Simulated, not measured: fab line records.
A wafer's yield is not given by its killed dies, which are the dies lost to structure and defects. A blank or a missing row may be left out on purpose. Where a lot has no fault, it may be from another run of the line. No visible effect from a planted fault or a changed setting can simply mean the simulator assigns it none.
fab line records	flow nand_harc	part 2 of 2: steps 23 to 34 of 34
record: lots: 5	wafers: 15	last_day: 31
route steps=1302 shown A_SLIT@942 A_SIN_REMOVE@947 A_WL_FILL@952
lots that met no fault: from a run of the same line without faults
start_h: start of the lot's first displayed wafer, in hours after the record's first day	wait_h: time in hours since the lot's previous step	" unchanged from the row above	L1.1+2: one row covering several wafers at once	- no value, or no start given	* or withheld: withheld	< > ~ a bound
route shown NAME@n: a module of which the file shows steps, and the number in the route of the first	usual: mean/standard deviation taken from wafers without a fault	same: alike in all rows	chamber/n: place in a boat	sites: the reading at each site	_std_site: their standard deviation	_edge_site: mean of outer sites minus mean of inner sites	radius_mm: how far each site lies from the wafer's centre	mask NAME#n: copy n	behind: the most recent tool/chamber to have shaped the wafer	hold: the reason the lot was held/the length of the hold in hours/how it ended	device: whichever transistor did not switch (one of n, p or np)	end of line: the same wafers' tests at the end of the route	a step given without rows: its recipe and nothing more	killed: the dies lost at the first sort to structure and to defects; this is not the yield of the wafer	map: dies across one wafer; x = killed, . = not, _ = none there
set.NAME: the run value of the setting; set.NAME@STEP: its run value at that earlier step	model.NAME: the simulator's own value behind a step, which no gauge read
lots at some steps of the route; a table a step, a row a wafer
services: from which hour (start_h, from the record's first day; less than 0 if before it) a tool's chamber was out of use, for how many hours, and why
== steps ==
step: NHARC_A_WL_FILL_STRIP_29
recipe: time_s: 20	o2_flow_sccm: 500	ar_flow_sccm: 0	bias_w: 0	chemistry: O2
usual: drypump_motor_current_A: 5.8/0.51	oes_product_au: 0.999/0.0073	rf_vpp_V: 57.6/0.94	showerhead_plenum_p_Torr: 3.49/0.16	throttle_valve_pct: 17.036/0.0089
lot.wafer	tool	chamber	start_h	wait_h	drypump_motor_current_A	oes_product_au	rf_hours_counter_h	rf_vpp_V	showerhead_plenum_p_Torr	throttle_valve_pct
L079.1	rie_diel-02	1	537.07	0.1	6.8	0.993	4.5	59.0	3.70	17.036
L079.2	"	0	"	"	6.0	1.002	4.0	56.8	3.61	17.055
L079.6	"	1	"	"	6.9	0.995	-	57.8	3.70	17.036
L081.1	rie_diel-10	1	541.74	0.1	5.1	1.017	2.7	59.1	3.74	17.049
L081.3	"	0	"	"	6.2	1.016	3.2	57.6	3.48	17.018
L081.6	"	2	"	"	6.2	1.004	-	58.7	3.79	17.040
L086.2	rie_diel-04	2	600.72	0.1	5.7	0.987	3.7	56.0	3.42	17.031
L086.5	"	3	"	"	5.5	0.993	-	56.5	3.38	17.031
L086.6	"	0	"	"	6.0	0.997	-	57.7	3.36	17.040
L088.1	rie_diel-02	2	615.07	0.1	5.2	1.016	1.2	57.4	3.41	17.033
L088.5	"	2	"	"	5.2	1.013	-	58.8	3.41	17.022
L088.4	"	3	"	"	5.6	1.001	-	59.5	3.34	17.035
L091.2	rie_diel-04	0	661.58	0.1	6.0	0.993	7.3	57.3	3.35	17.035
L091.4	"	1	"	"	5.7	1.006	7.3	56.0	3.42	17.027
L091.5	"	3	"	"	5.5	0.990	-	58.2	3.38	17.035
step: NHARC_A_WL_FILL_ETCHBACK_17
recipe: target_depth_a: 40	time_s: 26.7	chemistry: Cl2/BCl3
usual: drypump_motor_current_A: 5.8/0.39	oes_product_au: 1.001/0.0081
lot.wafer	tool	chamber	start_h	wait_h	drypump_motor_current_A	oes_product_au	rf_hours_counter_h
L079.1	rie_metal-01	0	537.15	-	5.5	1.012	2.7
L079.2	"	1	"	"	5.0	1.000	2.7
L079.6	"	0	"	"	5.6	1.011	-
L081.1	rie_metal-02	0	541.83	-	6.2	1.003	1.3
L081.3	"	0	"	"	6.3	1.000	-
L081.6	"	0	"	"	6.2	0.996	-
L086.2	rie_metal-03	0	600.82	-	6.2	0.994	0.9
L086.6	"	1	"	"	5.9	0.996	-
L086.5	"	0	"	"	6.2	1.003	-
L088.1	rie_metal-02	1	615.20	-	5.6	1.014	2.4
L088.4	"	0	"	"	6.3	0.998	-
L088.5	"	1	"	"	5.6	1.001	-
L091.2	rie_metal-03	0	661.66	-	6.2	1.005	1.9
L091.4	"	1	"	"	5.9	1.001	-
L091.5	"	0	"	"	6.2	1.002	-
step: NHARC_A_WL_FILL_PRECLEAN_18
recipe: time_s: 30	chemistry: dHF
lot.wafer	tool	chamber	start_h	wait_h
L079.1+2+6	wet_bench-04	7,0,4	537.34	0.2
L081.1+6+3	wet_bench-07	6,7,1	542.01	0.2
L086.2+6+5	wet_bench-04	3,4,6	600.99	0.2
L088.4+1+5	wet_bench-07	5,1,2	615.37	0.1
L091.2+5+4	wet_bench-05	3,5,7	661.85	0.2
step: NHARC_A_WL_FILL_SRD_21
lot.wafer	tool	chamber	start_h	wait_h
L079.1+2+6	wet_bench-04	7,0,4	537.36	0.0
L081.1+6+3	wet_bench-07	6,7,1	542.04	0.0
L086.2+6+5	wet_bench-04	3,4,6	601.02	0.0
L088.4+1+5	wet_bench-07	5,1,2	615.40	0.0
L091.2+5+4	wet_bench-05	3,5,7	661.87	0.0
step: NHARC_A_WL_FILL_CVD_23
recipe: target_thk_a: 400	temp_c: 620	pressure_mtorr: 200	time_s: 800	material: poly-Si
lot.wafer	tool	chamber	start_h	wait_h
L079.1+2+6	lpcvd_poly-04	0	539.80	2.4
L081.1+3+6	lpcvd_poly-02	0	544.38	2.3
L086.2+5+6	lpcvd_poly-02	0	603.36	2.3
L088.1+4+5	lpcvd_poly-01	0	617.82	2.4
L091.2+4+5	lpcvd_poly-01	0	664.32	2.4
step: NHARC_A_WL_FILL_ETCHBACK_26
recipe: target_depth_a: 520	time_s: 13.3	hbr_flow_sccm: 150	rf_w: 350	icp_w: 350	bias_w: 60	chemistry: HBr
usual: drypump_motor_current_A: 5.7/0.32	oes_product_au: 1.004/0.008	rf_fwd_power_W: 342.9/1.8	throttle_valve_pct: 23.265/0.01
lot.wafer	tool	chamber	start_h	wait_h	drypump_motor_current_A	oes_product_au	rf_fwd_power_W	rf_hours_counter_h	throttle_valve_pct
L079.2	rie_si-02	2	542.40	0.4	5.7	1.001	340.5	0.42	23.285
L079.1	"	3	"	"	5.5	0.987	346.2	0.37	23.258
L079.6	"	1	"	"	5.6	0.992	343.1	-	23.252
L081.1	rie_si-04	1	546.98	0.4	5.4	1.012	340.9	0.19	23.267
L081.3	"	0	"	"	5.9	1.010	341.9	0.13	23.268
L081.6	"	1	"	"	5.4	1.004	342.4	-	23.257
L086.2	rie_si-02	1	605.92	0.4	5.6	1.008	343.7	0.97	23.249
L086.6	"	0	"	"	5.7	0.995	346.5	-	23.261
L086.5	"	1	"	"	5.6	1.002	342.5	-	23.277
L088.4	rie_si-04	3	620.41	0.4	5.8	1.013	343.8	0.56	23.262
L088.1	"	0	"	"	5.9	1.014	342.1	0.66	23.265
L088.5	"	3	"	"	5.8	1.011	342.9	-	23.279
L091.4	rie_si-04	0	666.86	0.4	5.9	1.008	343.2	0.92	23.257
L091.2	"	1	"	"	5.4	0.999	341.1	1.03	23.248
L091.5	"	3	"	"	5.7	1.002	340.4	-	23.271
step: NHARC_A_WL_FILL_PRECLEAN_30
recipe: time_s: 10	chemistry: dHF
lot.wafer	tool	chamber	start_h	wait_h
L079.6+1+2	wet_bench-07	6,0,1	542.51	0.1
L081.3+6+1	wet_bench-04	4,6,7	547.13	0.1
L086.5+6+2	wet_bench-05	3,4,7	606.05	0.1
L088.4+1+5	wet_bench-07	5,6,7	620.54	0.1
L091.4+5+2	wet_bench-07	1,4,5	666.99	0.1
step: NHARC_A_WL_FILL_SRD_14
lot.wafer	tool	chamber	start_h	wait_h
L079.6+1+2	wet_bench-07	6,0,1	542.54	0.0
L081.3+6+1	wet_bench-04	4,6,7	547.15	0.0
L086.5+6+2	wet_bench-05	3,4,7	606.08	0.0
L088.4+1+5	wet_bench-07	5,6,7	620.56	0.0
L091.4+5+2	wet_bench-07	1,4,5	667.01	0.0
step: NHARC_A_WL_FILL_ALD_19
recipe: target_thk_a: 20	pulse_time_s: 3	ald_cycles: 100	temp_c: 450	material: TiN
usual: heater_power_w: 1061/91	precursor_pulse_height_rel: 1.001/0.02
lot.wafer	tool	chamber	start_h	wait_h	heater_power_w	precursor_pulse_height_rel
L079.1	ald_metal-02	3	542.66	0.1	1033	1.025
L079.2	"	1	"	"	1104	0.999
L079.6	"	2	"	"	1040	1.018
L081.3	ald_metal-02	3	547.25	0.1	1025	1.032
L081.1	"	0	"	"	966	1.032
L081.6	"	3	"	"	993	1.014
L086.2	ald_metal-02	0	606.18	0.1	947	1.014
L086.5	"	0	"	"	957	1.002
L086.6	"	3	"	"	1015	0.993
L088.4	ald_metal-04	3	620.68	0.1	1166	0.966
L088.1	"	1	"	"	1048	0.996
L088.5	"	3	"	"	1159	1.003
L091.2	ald_metal-03	3	667.14	0.1	1312	0.980
L091.4	"	1	"	"	1112	0.991
L091.5	"	3	"	"	1309	1.014
step: NHARC_A_WL_FILL_CVD_20
recipe: target_thk_a: 1000	temp_c: 400	pressure_torr: 40	wf6_flow_sccm: 40	h2_flow_sccm: 1600	ar_flow_sccm: 1560	time_s: 74	material: W
usual: heater_power_w: 799/45	throttle_valve_pct: 8.05/0.19
lot.wafer	tool	chamber	start_h	wait_h	heater_power_w	throttle_valve_pct
L079.2	cvd_w-02	1	-	-	701	7.92
L079.1	"	0	"	"	802	7.86
L079.6	"	1	"	"	709	8.27
L081.1	cvd_w-01	0	-	-	796	8.08
L081.3	"	1	"	"	850	7.80
L081.6	"	1	"	"	831	8.21
L086.2	cvd_w-01	0	-	-	777	8.15
L086.6	"	1	"	"	845	7.84
L086.5	"	0	"	"	794	8.22
L088.1	cvd_w-01	1	-	-	848	7.69
L088.4	"	0	"	"	803	7.82
L088.5	"	1	"	"	833	7.96
L091.2	cvd_w-01	0	-	-	799	8.10
L091.4	"	1	"	"	839	7.96
L091.5	"	0	"	"	793	8.34
step: NHARC_A_WL_FILL_CMP_12
recipe: t_overpolish_s: 30	target_thk_nm: 100
usual: motor_current_A: 11.8/1.3	overpolish_run_s: 30.002/0.0085	slurry_filter_dp_kPa: 13.48/0.14	time_to_endpoint_s: 19.6/1.9
lot.wafer	tool	chamber	start_h	wait_h	motor_current_A	overpolish_run_s	slurry_filter_dp_kPa	time_to_endpoint_s
L079.2	cmp-03	1	543.05	0.2	11.6	30.008	13.42	19.3
L079.1	"	0	"	"	11.2	30.002	13.18	17.3
L079.6	"	1	"	"	11.9	29.989	13.79	21.2
L081.3	cmp-04	1	547.63	0.1	10.4	30.007	13.79	17.4
L081.1	"	3	"	"	11.2	29.991	13.49	16.8
L081.6	"	2	"	"	14.0	30.007	13.54	18.9
L086.2	cmp-04	3	606.60	0.1	11.0	30.011	13.37	17.7
L086.5	"	3	"	"	10.2	30.011	13.46	22.7
L086.6	"	0	"	"	10.2	29.984	13.36	22.1
L088.4	cmp-04	3	621.17	0.1	11.0	30.006	13.39	18.0
L088.1	"	0	"	"	10.0	30.000	13.52	22.8
L088.5	"	0	"	"	9.4	29.991	13.34	21.3
L091.4	cmp-01	3	667.50	0.1	13.0	30.008	13.29	18.7
L091.2	"	2	"	"	12.9	29.996	13.57	17.6
L091.5	"	3	"	"	13.0	29.995	13.69	18.2
step: NHARC_A_WL_FILL_SRD_31
lot.wafer	tool	chamber	start_h	wait_h
L079.6+1+2	wet_bench-05	6,7,1	543.37	0.0
L081.3+6+1	wet_bench-05	4,5,7	547.96	0.0
L086.2+5+6	wet_bench-05	6,2,3	606.92	0.0
L088.4+5+1	wet_bench-05	1,4,5	621.49	0.0
L091.2+5+4	wet_bench-07	0,3,4	667.82	0.0
== services ==
tool	chamber	start_h	hours	kind
wet_bench-07	-	512.00	8.0	pm
plasma_asher-01	-	520.11	9.0	pm
wet_bench-09	-	528.93	8.0	pm
rie_diel-12	1	528.96	4.9	repair
rie_diel-04	1	530.65	3.1	repair
rie_diel-04	-	531.90	9.0	pm
wet_h3po4-02	-	532.73	3.8	repair
ald_hk-02	-	541.81	0.9	repair
ald_metal-02	0	548.67	16.3	repair
cvd_w-01	-	561.17	13.0	pm
rie_diel-04	3	561.24	5.2	repair
rie_diel-02	-	570.70	9.0	pm
rie_metal-01	-	575.00	9.0	pm
ald_metal-04	-	585.94	2.7	repair
rie_diel-03	1	590.46	2.6	repair
wet_bench-02	-	596.00	8.0	pm
ald_metal-02	1	597.89	16.5	repair
wet_h3po4-02	-	599.06	8.0	pm
ald_metal-04	2	600.40	4.5	repair
wet_bench-04	-	601.09	8.0	pm
ald_metal-02	-	610.00	10.0	pm
wet_bench-05	-	612.80	8.0	pm
ald_hk-02	-	628.79	1.5	repair
rie_metal-02	-	651.46	9.0	pm
